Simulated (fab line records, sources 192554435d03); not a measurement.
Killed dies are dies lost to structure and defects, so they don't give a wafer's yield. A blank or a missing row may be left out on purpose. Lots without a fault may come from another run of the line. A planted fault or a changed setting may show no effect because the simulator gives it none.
fab line records | flow n5_finfet
record lots=7 wafers=21
route steps=1938 shown BEOL_M0_SAQP@683 BEOL_M0_CUTY@711 BEOL_M0@715 BEOL_M1@783 BEOL_M2@841 BEOL_M3@981 BEOL_M4@1031 BEOL_M5@1112
start_h: hours from the record's first day to the start of the lot's first wafer shown | wait_h: hours since the lot's step before | " the same as in the row above | L1.1+2: a row that stands for several wafers | - no value, or no start given | * or withheld: withheld | < > ~ a bound
route shown NAME@n: a module of which the file shows steps, and the number in the route of the first | usual: mean/standard deviation of fault-free wafers | same: alike in all rows | chamber/n: place in a boat | sites: the reading at each site | _std_site: their standard deviation | _edge_site: outer sites' mean less inner sites' | radius_mm: how far each site lies from the wafer's centre | mask NAME#n: copy n | behind: the tool/chamber that last shaped the wafer | hold: why the lot was held/for how many hours/how that ended | device: the transistor (n, p or np) that didn't switch | end of line: the same wafers' tests at the end of the route | a step without rows: its recipe alone | killed: dies lost to structure and defects at the first sort, not the wafer's yield | map: a wafer's dies, x killed, . not, _ none there
set.NAME: the setting as run; set.NAME@STEP: as run at that earlier step | model.NAME: the simulator's own value behind a step, which no gauge read
lots whose settings were changed on purpose; a table a step, a row a wafer
## steps
# step N5_BEOL_M0_SAQP_COAT_34
# recipe resist=CAR-EUV spin_rpm=1500 resist_thk_nm=30
# columns lot.wafer tool chamber start_h wait_h set.spin_rpm model.CAR-EUV_of_BEOL_M0_SAQP_COAT_34.thk_nm
L076.1+3+5 litho_track-02 0 - - 1500 30
L077.1+4 litho_track-02 0 - - 1500 30
L077.2 " 0 " " 1640 28.8
L081.2 litho_track-04 0 - - 1500 30
L081.3+5 " 0 " " 1500 29.8
L086.4+5+6 litho_track-04 0 - - 1500 30
L092.1+6 litho_track-02 0 - - 1500 30
L092.3 " 0 " " 1565 29.4
L094.1+5+6 litho_track-03 0 - - 1500 29.8
L096.1 litho_track-03 0 - - 1601 29
L096.5+6 " 0 " " 1500 29.8
# step N5_BEOL_M0_SAQP_EBR_36
# recipe solvent=PGMEA ebr_width_mm=1.5
# step N5_BEOL_M0_SAQP_SOFTBAKE_35
# recipe temp_c=110 time_s=60 resist=CAR-EUV
# step N5_BEOL_M0_SAQP_EXPOSE_37
# recipe mask_id=M0_CUT1 na=0.33 source_shape=annular sigma_inner=0.35 sigma_outer=0.8 polarization=unpolarized target_cd_nm=30 dose_mj=44.75
# step N5_BEOL_M0_SAQP_PEB_38
# recipe peb_temp_c=100 peb_time_s=60 resist=CAR-EUV
# step N5_BEOL_M0_SAQP_DEVELOP_39
# recipe develop_time_s=30 developer=TMAH resist=CAR-EUV rinse_liquid=surfactant_rinse dry=air_spin dev_temp_c=23
# columns lot.wafer tool chamber start_h wait_h set.spin_rpm@BEOL_M0_SAQP_COAT_34 model.CAR-EUV_of_BEOL_M0_SAQP_COAT_34.thk_nm
L076.1 litho_track-03 0 - - 1500 29.4
L076.3+5 " 0 " " 1500 29.6
L077.1+4 litho_track-03 0 - - 1500 29.6
L077.2 " 0 " " 1640 28.4
L081.2 litho_track-04 0 - - 1500 29.6
L081.3+5 " 0 " " 1500 29.4
L086.4+5+6 litho_track-03 0 - - 1500 29.6
L092.1 litho_track-03 0 - - 1500 29.6
L092.3 " 0 " " 1565 29
L092.6 " 0 " " 1500 29.4
L094.1 litho_track-04 0 - - 1500 29.2
L094.5+6 " 0 " " 1500 29.4
L096.1 litho_track-03 0 - - 1601 28.6
L096.5+6 " 0 " " 1500 29.4
# step N5_BEOL_M0_CUTY_DESCUM_61
# recipe chemistry=O2 time_s=7.9 source_power_w=50 bias_power_w=20 pressure_mtorr=20 rf_frequency_hz=2.712e+07 temp_c=40 resist=CAR-ArF-block o2_flow_sccm=225
# step N5_BEOL_M0_CUTY_ETCH_62
# recipe chemistry=CF4 target=SiARC mask_material=CAR-ArF-block time_s=58.5 ion_energy_ev=80 pressure_mtorr=40 source_w=545 bias_w=36 Ar_flow_sccm=100 cf4_flow_sccm=100 ends=cleared
# step N5_BEOL_M0_CUTY_ETCH_63
# recipe chemistry=N2/H2 target=SOC target_depth_a=827 overetch_a=165 mask_material=SiARC temp_c=40 ion_energy_ev=200 time_s=124 pressure_mtorr=30 source_w=840 bias_w=150 n2_flow_sccm=200 h2_flow_sccm=200
# columns lot.wafer tool chamber start_h wait_h set.target_thk_a@BEOL_M0_SAQP_SPACER2_ALD_26 model.SiO2_of_BEOL_M0_SAQP_SPACER2_ALD_26.thk_nm
L076.1+3+5 rie_diel-02 1,3,0 129.83 0.0 150 7
L077.1 rie_diel-01 3 133.70 0.0 150 7
L077.2+4 " 1,0 " " 150 7.2
L081.2+3+5 rie_diel-02 3,2,3 156.29 0.0 163.7 8.4
L086.4+5 rie_diel-01 1,0 185.57 0.1 150 7.2
L086.6 " 3 " " 150 7
L092.1 rie_diel-01 1 225.81 0.0 139.7 6
L092.3+6 " 3,0 " " 150 7.2
L094.1+6 rie_diel-06 1 233.38 0.0 150 7.2
L094.5 " 0 " " 150 7
L096.1 rie_diel-01 0 246.30 0.0 150 7.2
L096.5 " 1 " " 163.2 8.4
L096.6 " 0 " " 163.2 8.6
# step N5_BEOL_M0_CUTY_STRIP_64
# recipe chemistry=N2/H2 temp_c=40 n2_flow_sccm=200 h2_flow_sccm=200 rf_frequency_hz=6e+07
# step N5_BEOL_M0_ETCH_138
# recipe chemistry=CH3F/O2 target_depth_a=120 target=SiCN time_s=31.6 ion_energy_ev=120 pressure_mtorr=30 source_w=395 bias_w=75 Ar_flow_sccm=150 CH3F_flow_sccm=30 O2_flow_sccm=20 ends=cleared
# columns lot.wafer tool chamber start_h wait_h set.target_thk_a@BEOL_M0_SAQP_SPACER2_ALD_26 model.SiO2_of_BEOL_M0_SAQP_SPACER2_ALD_26.thk_nm
L076.1+3+5 rie_diel-02 1,3,0 129.95 0.0 150 5
L077.1+2+4 rie_diel-01 3,1,0 133.82 0.0 150 5.2
L081.2+3+5 rie_diel-02 3,2,3 156.41 0.0 163.7 6.4
L086.4+5 rie_diel-01 1,0 185.67 0.0 150 5.2
L086.6 " 3 " " 150 5
L092.1 rie_diel-01 1 225.93 0.0 139.7 4.2
L092.3+6 " 3,0 " " 150 5.2
L094.1 rie_diel-06 1 233.50 0.0 150 5.4
L094.5 " 0 " " 150 5
L094.6 " 1 " " 150 5.2
L096.1 rie_diel-01 0 246.42 0.0 150 5.4
L096.5 " 1 " " 163.2 6.4
L096.6 " 0 " " 163.2 6.6
# step N5_BEOL_M1_EXPOSE_25
# recipe mask_id=V0 na=0.33 source_shape=quasar sigma_inner=0.2 sigma_outer=0.8 polarization=unpolarized defocus_nm=5 target_cd_nm=24 dose_mj=63
# columns lot.wafer tool chamber start_h wait_h mask set.dose_mj
L076.1+3+5 euv_scanner-02 0 139.57 - V0#0 63
L077.1+4 euv_scanner-02 0 142.01 - V0#0 63
L077.2 " 0 " " V0#0 66.43
L081.2+3 euv_scanner-01 0 164.38 - V0#0 63
L081.5 " 0 " " V0#0 58.6
L086.4+5+6 euv_scanner-01 0 195.51 - V0#0 63
L092.1+6 euv_scanner-01 0 233.40 - V0#0 63
L092.3 " 0 " " V0#0 60.48
L094.1 euv_scanner-02 0 242.93 - V0#0 63
L094.5+6 " 0 " " V0#0 59.85
L096.1+5 euv_scanner-02 0 253.41 - V0#0 58.58
L096.6 " 0 " " V0#0 63
# step N5_BEOL_M1_PEB_26
# recipe peb_temp_c=100 peb_time_s=60 resist=CAR-EUV
# step N5_BEOL_M1_DEVELOP_27
# recipe develop_time_s=30 developer=TMAH resist=CAR-EUV rinse_liquid=surfactant_rinse dry=air_spin dev_temp_c=23
# step N5_BEOL_M1_CD_MEAS_28
# recipe landing_energy_ev=500 detector=se_inlens target_cd_y_nm=23.3
# usual cd_nm=24.02/0.21
# columns lot.wafer tool chamber start_h wait_h set.dose_mj@BEOL_M1_EXPOSE_25 cd_nm
L076.1 cd_sem-01 0 139.71 - 63 24.06
L076.3 " 0 " " 63 23.58
L076.5 " 0 " " 63 24.24
L077.1 cd_sem-02 0 142.16 - 63 24.00
L077.2 " 0 " " 66.43 24.87
L077.4 " 0 " " 63 23.93
L081.2 cd_sem-03 0 164.52 - 63 24.30
L081.3 " 0 " " 63 23.94
L081.5 " 0 " " 58.6 22.17
L086.4 cd_sem-01 0 195.64 - 63 23.86
L086.5 " 0 " " 63 23.94
L086.6 " 0 " " 63 23.73
L092.1 cd_sem-01 0 233.55 - 63 24.19
L092.3 " 0 " " 60.48 23.15
L092.6 " 0 " " 63 24.05
L094.1 cd_sem-03 0 243.07 - 63 23.81
L094.5 " 0 " " 59.85 22.93
L094.6 " 0 " " 59.85 22.69
L096.1 cd_sem-03 0 253.55 - 58.58 22.47
L096.5 " 0 " " 58.58 22.91
L096.6 " 0 " " 63 23.84
# step N5_BEOL_M1_STRIP_71
# recipe chemistry=N2/H2 temp_c=40 n2_flow_sccm=200 h2_flow_sccm=200 rf_frequency_hz=6e+07
# step N5_BEOL_M1_STRIP_78
# recipe chemistry=N2/H2 temp_c=40 n2_flow_sccm=200 h2_flow_sccm=200 rf_frequency_hz=6e+07
# step N5_BEOL_M1_VIA_ETCH_34
# recipe chemistry=C4F6/O2 target_depth_a=678 mask_material=SOC pressure_mtorr=15 ion_energy_ev=250 taper_deg=4 time_s=64.4 source_w=350 bias_w=170 Ar_flow_sccm=300 C4F6_flow_sccm=10 O2_flow_sccm=10
# columns lot.wafer tool chamber start_h wait_h set.dose_mj@BEOL_M1_EXPOSE_25 model.BEOL_M1.cd_nm
L076.1 rie_diel-04 3 141.37 0.0 63 17.8
L076.3+5 " 2,1 " " 63 18
L077.1 rie_diel-04 0 142.71 0.0 63 18.2
L077.2 " 2 " " 66.43 19.2
L077.4 " 3 " " 63 18.4
L081.2 rie_diel-03 1 167.52 0.0 63 18.2
L081.3 " 0 " " 63 17.8
L081.5 " 3 " " 58.6 16.6
L086.4 rie_diel-04 0 201.52 0.0 63 17.8
L086.5 " 2 " " 63 18.2
L086.6 " 3 " " 63 18
L092.1 rie_diel-05 1 237.79 0.0 63 18.4
L092.3 " 3 " " 60.48 17.2
L092.6 " 0 " " 63 18
L094.1 rie_diel-03 3 245.46 0.0 63 17.8
L094.5 " 1 " " 59.85 16.6
L094.6 " 2 " " 59.85 16.8
L096.1 rie_diel-05 1 255.83 0.0 58.58 16.8
L096.5 " 1 " " 58.58 17
L096.6 " 2 " " 63 18
# step N5_BEOL_M2_ILD_DEP_00
# recipe material=SiOC target_thk_a=790 temp_c=350 precursor=DEMS/O2 pressure_torr=5 rf_w=500 time_s=15.3
# columns lot.wafer tool chamber start_h wait_h set.time_s model.SiOC_of_BEOL_M2_ILD_DEP_00.thk_nm
L076.1 pecvd-03 2 145.89 0.0 15.3 77.8
L076.3 " 2 " " 13.38 69.2
L076.5 " 1 " " 15.3 79.2
L077.1 pecvd-02 0 148.37 0.0 15.3 77.6
L077.2 " 1 " " 13.97 70.8
L077.4 " 2 " " 13.97 72.2
L081.2 pecvd-03 1 172.02 0.0 15.91 81
L081.3 " 2 " " 15.91 81.4
L081.5 " 2 " " 15.3 79.6
L086.4+5 pecvd-04 2,1 207.95 0.1 15.3 79.4
L086.6 " 0 " " 15.3 78.8
L092.1 pecvd-03 0 242.21 0.0 15.3 78.6
L092.3 " 2 " " 15.3 78.8
L092.6 " 1 " " 14.15 74.4
L094.1 pecvd-03 0 250.03 0.0 15.3 79
L094.5 " 0 " " 16.61 86
L094.6 " 1 " " 16.61 86.2
L096.1 pecvd-03 0 260.15 0.0 15.3 78.8
L096.5 " 0 " " 15.3 79
L096.6 " 1 " " 15.3 79.6
# step N5_BEOL_M2_THK_MEAS_01
# recipe reads=SiOC_of_BEOL_M2_ILD_DEP_00
# usual M2_ILD_THK=78.7/0.98
# columns lot.wafer tool chamber start_h wait_h set.time_s@BEOL_M2_ILD_DEP_00 M2_ILD_THK[nm]
L076.1 film_metro-02 - 145.98 0.1 15.3 77.8
L076.3 " - " " 13.38 69.1
L076.5 " - " " 15.3 79.2
L077.1 film_metro-02 - 148.44 0.0 15.3 77.5
L077.2 " - " " 13.97 70.8
L077.4 " - " " 13.97 72.2
L081.2 film_metro-01 - 172.09 0.1 15.91 81.1
L081.3 " - " " 15.91 81.4
L081.5 " - " " 15.3 79.6
L086.4 film_metro-01 - 208.00 0.0 15.3 79.3
L086.5 " - " " 15.3 79.5
L086.6 " - " " 15.3 78.7
L092.1 film_metro-02 - 242.27 0.0 15.3 78.6
L092.3 " - " " 15.3 78.7
L092.6 " - " " 14.15 74.3
L094.1 film_metro-01 - 250.10 0.0 15.3 79.0
L094.5 " - " " 16.61 86.0
L094.6 " - " " 16.61 86.1
L096.1 film_metro-02 - 260.22 0.0 15.3 78.7
L096.5 " - " " 15.3 79.1
L096.6 " - " " 15.3 79.6
# step N5_BEOL_M3_ETCH_41
# recipe chemistry=CH3F/O2 target=SiCN target_depth_a=299 taper_deg=2 time_s=52.5 ion_energy_ev=120 mask_material=TiN pressure_mtorr=30 source_w=395 bias_w=75 Ar_flow_sccm=150 CH3F_flow_sccm=30 O2_flow_sccm=20
# columns lot.wafer tool chamber start_h wait_h set.target_depth_a model.etch.depth_nm
L076.1 rie_diel-05 2 - - 299 19.88
L076.3 " 1 " " 282.2 19.2
L076.5 " 2 " " 299 19.96
L077.1 rie_diel-04 0 - - 299 19.4
L077.2 " 3 " " 310.4 20.79
L077.4 " 2 " " 310.4 20.51
L081.2 rie_diel-05 1 - - 299 20.24
L081.3 " 0 " " 299 20.25
L081.5 " 0 " " 299 20.22
L086.4 rie_diel-03 1 - - 299 19.76
L086.5 " 1 " " 299 19.71
L086.6 " 2 " " 299 19.78
L092.1 rie_diel-05 0 - - 299 20.35
L092.3 " 1 " " 299 20.29
L092.6 " 0 " " 299 20.13
L094.1 rie_diel-03 2 - - 299 19.56
L094.5 " 3 " " 299 20.21
L094.6 " 2 " " 299 19.79
L096.1 rie_diel-03 0 - - 299 19.7
L096.5 " 2 " " 299 19.96
L096.6 " 1 " " 330.1 22.1
# step N5_BEOL_M4_EXPOSE_08
# recipe mask_id=M4 na=0.33 source_shape=dipole sigma_inner=0.369 sigma_outer=0.767 polarization=unpolarized dose_mj=41.25
# columns lot.wafer tool chamber start_h wait_h mask set.dose_mj
L076.1+3 euv_scanner-01 0 172.70 - M4#0 42.37
L076.5 " 0 " " M4#0 41.25
L077.1+2+4 euv_scanner-02 0 184.87 - M4#0 39.27
L081.2+3+5 euv_scanner-02 0 202.91 - M4#0 41.25
L086.4+5+6 euv_scanner-02 0 229.20 - M4#0 41.25
L092.1+3+6 euv_scanner-02 0 268.09 - M4#0 41.25
L094.1+6 euv_scanner-01 0 285.62 - M4#0 41.25
L094.5 " 0 " " M4#0 43.53
L096.1+5 euv_scanner-02 0 290.38 - M4#0 41.25
L096.6 " 0 " " M4#0 40.21
# step N5_BEOL_M4_DESCUM_16
# recipe chemistry=O2 time_s=7 source_power_w=50 bias_power_w=20 pressure_mtorr=20 rf_frequency_hz=2.712e+07 temp_c=40 resist=CAR-EUV o2_flow_sccm=225
# columns lot.wafer tool chamber start_h wait_h set.time_s model.CAR-EUV_of_BEOL_M4_COAT_05.thk_nm
L076.1 rie_diel-06 1 172.96 0.0 7 26
L076.3 " 2 " " 6.027 26.4
L076.5 " 3 " " 6.027 26.6
L077.1+2+4 rie_diel-02 1,0,3 185.22 0.1 7 26
L081.2+3 rie_diel-01 0,1 203.16 0.0 7 26
L081.5 " 3 " " 5.977 26.4
L086.4+6 rie_diel-02 0,3 229.44 0.0 7 26
L086.5 " 2 " " 7 26.2
L092.1 rie_diel-02 0 268.35 0.0 5.904 26.6
L092.3+6 " 3 " " 7 26.2
L094.1+5 rie_diel-01 1,0 286.51 0.7 7 26
L094.6 " 3 " " 8.273 25.4
L096.1+5+6 rie_diel-06 2,1,0 290.87 0.3 7 26
# step N5_BEOL_M4_ETCH_74
# recipe chemistry=N2/H2 target=underlayer target_depth_a=65 mask_material=CAR-EUV time_s=5.2 ion_energy_ev=200 pressure_mtorr=30 source_w=840 bias_w=150 n2_flow_sccm=200 h2_flow_sccm=200 ends=cleared
# columns lot.wafer tool chamber start_h wait_h set.dose_mj@BEOL_M4_EXPOSE_08 model.BEOL_M4.cd_offset_nm
L076.1 rie_diel-06 1 172.99 0.0 42.37 0.4
L076.3 " 2 " " 42.37 0.6
L076.5 " 3 " " 41.25 0
L077.1+2 rie_diel-02 1,0 185.25 0.0 39.27 -1.2
L077.4 " 3 " " 39.27 -1
L081.2+5 rie_diel-01 0,3 203.20 0.0 41.25 0
L081.3 " 1 " " 41.25 -0.2
L086.4+5 rie_diel-02 0,2 229.47 0.0 41.25 0.2
L086.6 " 3 " " 41.25 0
L092.1 rie_diel-02 0 268.38 0.0 41.25 0
L092.3+6 " 3 " " 41.25 0.2
L094.1 rie_diel-01 1 286.55 0.0 41.25 -0.2
L094.5 " 0 " " 43.53 0.8
L094.6 " 3 " " 41.25 0
L096.1 rie_diel-06 2 290.91 0.0 41.25 0
L096.5 " 1 " " 41.25 -0.2
L096.6 " 0 " " 40.21 -0.6
# step N5_BEOL_M4_ETCH_63
# recipe chemistry=CF4 target=SiARC target_depth_a=156 mask_material=CAR-EUV time_s=26 ion_energy_ev=80 pressure_mtorr=40 source_w=545 bias_w=36 Ar_flow_sccm=100 cf4_flow_sccm=100 ends=cleared
# step N5_BEOL_M4_ETCH_64
# recipe chemistry=N2/H2 target=SOC target_depth_a=750 overetch_a=225 mask_material=SiARC temp_c=40 time_s=121.9 ion_energy_ev=200 pressure_mtorr=30 source_w=840 bias_w=150 n2_flow_sccm=200 h2_flow_sccm=200
# step N5_BEOL_M4_STRIP_75
# recipe chemistry=N2/H2 temp_c=40 n2_flow_sccm=200 h2_flow_sccm=200 rf_frequency_hz=6e+07
# step N5_BEOL_M4_STRIP_66
# recipe chemistry=CF4 resist=SiARC power_w=300 bias_power_w=75 pressure_mtorr=50 cf4_flow_sccm=150 rf_frequency_hz=6e+07
# step N5_BEOL_M4_HM_OPEN_17
# recipe chemistry=Cl2/BCl3 target_depth_a=200 overetch_a=60 target=TiN mask_material=SOC ion_energy_ev=150 pressure_mtorr=10 icp_w=1000 bias_w=126 Cl2_flow_sccm=53.25 bcl3_flow_sccm=21.75 Ar_flow_sccm=25
# columns lot.wafer tool chamber start_h wait_h set.dose_mj@BEOL_M4_EXPOSE_08 model.BEOL_M4.cd_offset_nm
L076.1+3 rie_metal-02 1,0 173.21 0.0 42.37 0.4
L076.5 " 0 " " 41.25 0.2
L077.1 rie_metal-01 0 185.47 0.0 39.27 -1.2
L077.2 " 1 " " 39.27 -1.4
L077.4 " 1 " " 39.27 -1
L081.2+5 rie_metal-03 1 203.41 0.0 41.25 0
L081.3 " 0 " " 41.25 -0.2
L086.4+6 rie_metal-02 0,1 229.72 0.1 41.25 0.2
L086.5 " 0 " " 41.25 0.4
L092.1+6 rie_metal-02 1,0 268.60 0.0 41.25 0.2
L092.3 " 0 " " 41.25 0.4
L094.1 rie_metal-01 0 286.77 0.0 41.25 -0.4
L094.5 " 1 " " 43.53 1
L094.6 " 0 " " 41.25 -0.2
L096.1+5 rie_metal-03 0,1 291.12 0.0 41.25 0
L096.6 " 0 " " 40.21 -0.4
# step N5_BEOL_M5_ILD_DEP_00
# recipe material=SiCOH_lowk target_thk_a=1406.4 temp_c=300 precursor=DEMS/porogen pressure_torr=5 rf_w=500 time_s=25.9
# columns lot.wafer tool chamber start_h wait_h set.time_s model.SiCOH_lowk_of_BEOL_M5_ILD_DEP_00.thk_nm
L076.1 pecvd-04 0 186.41 0.8 28.23 151.4
L076.3 " 2 " " 28.23 149.6
L076.5 " 0 " " 25.9 139.8
L077.1+2 pecvd-03 2,0 194.34 0.8 25.9 138.6
L077.4 " 2 " " 22.24 121.6
L081.2 pecvd-01 0 216.97 0.7 23.06 123.6
L081.3 " 1 " " 23.06 124.4
L081.5 " 1 " " 25.9 141.8
L086.4+5 pecvd-04 1 244.82 0.4 25.9 140
L086.6 " 0 " " 25.9 141.4
L092.1 pecvd-03 2 278.92 0.8 25.9 138.6
L092.3 " 0 " " 25.9 140
L092.6 " 1 " " 25.9 141
L094.1 pecvd-03 2 295.46 0.8 25.9 139.6
L094.5 " 2 " " 29.71 163
L094.6 " 1 " " 25.9 142.8
L096.1 pecvd-03 2 302.11 0.8 28.3 151.2
L096.5 " 2 " " 25.9 140.8
L096.6 " 0 " " 28.3 154.2
# step N5_BEOL_M5_CURE_79
# recipe temp_c=385 time_s=240 ambient=He/Ar material=SiCOH_lowk
# columns lot.wafer tool chamber start_h wait_h set.time_s@BEOL_M5_ILD_DEP_00 model.SiCOH_lowk_of_BEOL_M5_ILD_DEP_00.thk_nm
L076.1 uv_cure-01 2 186.51 0.1 28.23 130.4
L076.3 " 2 " " 28.23 128.8
L076.5 " 2 " " 25.9 120.2
L077.1+2 uv_cure-03 2 194.42 0.1 25.9 119.2
L077.4 " 2 " " 22.24 104.6
L081.2 uv_cure-03 1 217.11 0.1 23.06 106.2
L081.3 " 1 " " 23.06 107
L081.5 " 1 " " 25.9 122
L086.4+5 uv_cure-03 2 245.12 0.3 25.9 120.4
L086.6 " 2 " " 25.9 121.6
L092.1 uv_cure-02 1 278.98 0.0 25.9 119.2
L092.3 " 1 " " 25.9 120.6
L092.6 " 1 " " 25.9 121.2
L094.1 uv_cure-02 1 295.52 0.0 25.9 120.2
L094.5 " 1 " " 29.71 140.4
L094.6 " 1 " " 25.9 122.8
L096.1 uv_cure-03 2 302.38 0.2 28.3 130.2
L096.5 " 2 " " 25.9 121.2
L096.6 " 2 " " 28.3 132.8
# step N5_BEOL_M5_THK_MEAS_01
# recipe reads=SiCOH_lowk_of_BEOL_M5_ILD_DEP_00
# usual M5_ILD_THK=120.6/1.5
# columns lot.wafer tool chamber start_h wait_h set.time_s@BEOL_M5_ILD_DEP_00 M5_ILD_THK[nm]
L076.1 film_metro-02 - 187.02 0.4 28.23 130.5
L076.3 " - " " 28.23 128.7
L076.5 " - " " 25.9 120.1
L077.1 film_metro-01 - 194.94 0.4 25.9 119.2
L077.2 " - " " 25.9 119.3
L077.4 " - " " 22.24 104.5
L081.2 film_metro-02 - 217.55 0.4 23.06 106.3
L081.3 " - " " 23.06 107.0
L081.5 " - " " 25.9 122.0
L086.4 film_metro-01 - 245.39 0.2 25.9 120.5
L086.5 " - " " 25.9 120.4
L086.6 " - " " 25.9 121.8
L092.1 film_metro-02 - 279.49 0.4 25.9 119.3
L092.3 " - " " 25.9 120.5
L092.6 " - " " 25.9 121.3
L094.1 film_metro-01 - 296.03 0.4 25.9 120.2
L094.5 " - " " 29.71 140.3
L094.6 " - " " 25.9 122.8
L096.1 film_metro-01 - 302.89 0.4 28.3 130.2
L096.5 " - " " 25.9 121.1
L096.6 " - " " 28.3 132.8
## key
split step=N5_BEOL_M0_SAQP_COAT_34 setting=spin_rpm stated=1500 by=wafer
response step=N5_BEOL_M0_SAQP_COAT_34 reading=model.CAR-EUV_of_BEOL_M0_SAQP_COAT_34.thk_nm change=-0.127 per=1% r=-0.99
response step=N5_BEOL_M0_SAQP_DEVELOP_39 reading=model.CAR-EUV_of_BEOL_M0_SAQP_COAT_34.thk_nm change=-0.124 per=1% r=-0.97
split step=N5_BEOL_M1_EXPOSE_25 setting=dose_mj stated=63 by=wafer
response step=N5_BEOL_M1_CD_MEAS_28 reading=cd_nm change=+0.21 per=1% r=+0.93
response step=N5_BEOL_M1_VIA_ETCH_34 reading=model.BEOL_M1.cd_nm change=+0.189 per=1% r=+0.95
split step=N5_BEOL_M2_ILD_DEP_00 setting=time_s stated=15.3 by=wafer
response step=N5_BEOL_M2_ILD_DEP_00 reading=model.SiOC_of_BEOL_M2_ILD_DEP_00.thk_nm change=+0.711 per=1% r=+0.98
response step=N5_BEOL_M2_THK_MEAS_01 reading=M2_ILD_THK change=+0.711 per=1% r=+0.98
split step=N5_BEOL_M3_ETCH_41 setting=target_depth_a stated=299 by=wafer
response step=N5_BEOL_M3_ETCH_41 reading=model.etch.depth_nm change=+0.21 per=1% r=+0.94
split step=N5_BEOL_M4_EXPOSE_08 setting=dose_mj stated=41.25 by=wafer
response step=N5_BEOL_M4_ETCH_74 reading=model.BEOL_M4.cd_offset_nm change=+0.171 per=1% r=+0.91
response step=N5_BEOL_M4_HM_OPEN_17 reading=model.BEOL_M4.cd_offset_nm change=+0.197 per=1% r=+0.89
split step=N5_BEOL_M4_DESCUM_16 setting=time_s stated=7 by=wafer
response step=N5_BEOL_M4_DESCUM_16 reading=model.CAR-EUV_of_BEOL_M4_COAT_05.thk_nm change=-0.0305 per=1% r=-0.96
split step=N5_BEOL_M5_ILD_DEP_00 setting=time_s stated=25.9 by=wafer
response step=N5_BEOL_M5_ILD_DEP_00 reading=model.SiCOH_lowk_of_BEOL_M5_ILD_DEP_00.thk_nm change=+1.37 per=1% r=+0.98
response step=N5_BEOL_M5_CURE_79 reading=model.SiCOH_lowk_of_BEOL_M5_ILD_DEP_00.thk_nm change=+1.19 per=1% r=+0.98
response step=N5_BEOL_M5_THK_MEAS_01 reading=M5_ILD_THK change=+1.19 per=1% r=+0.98
split outside_this_file step=N5_BEOL_M0_SAQP_SPACER2_ALD_26 setting=target_thk_a
# split outside_this_file: this setting was split too, and the file shows its column; the key of that split is in another file
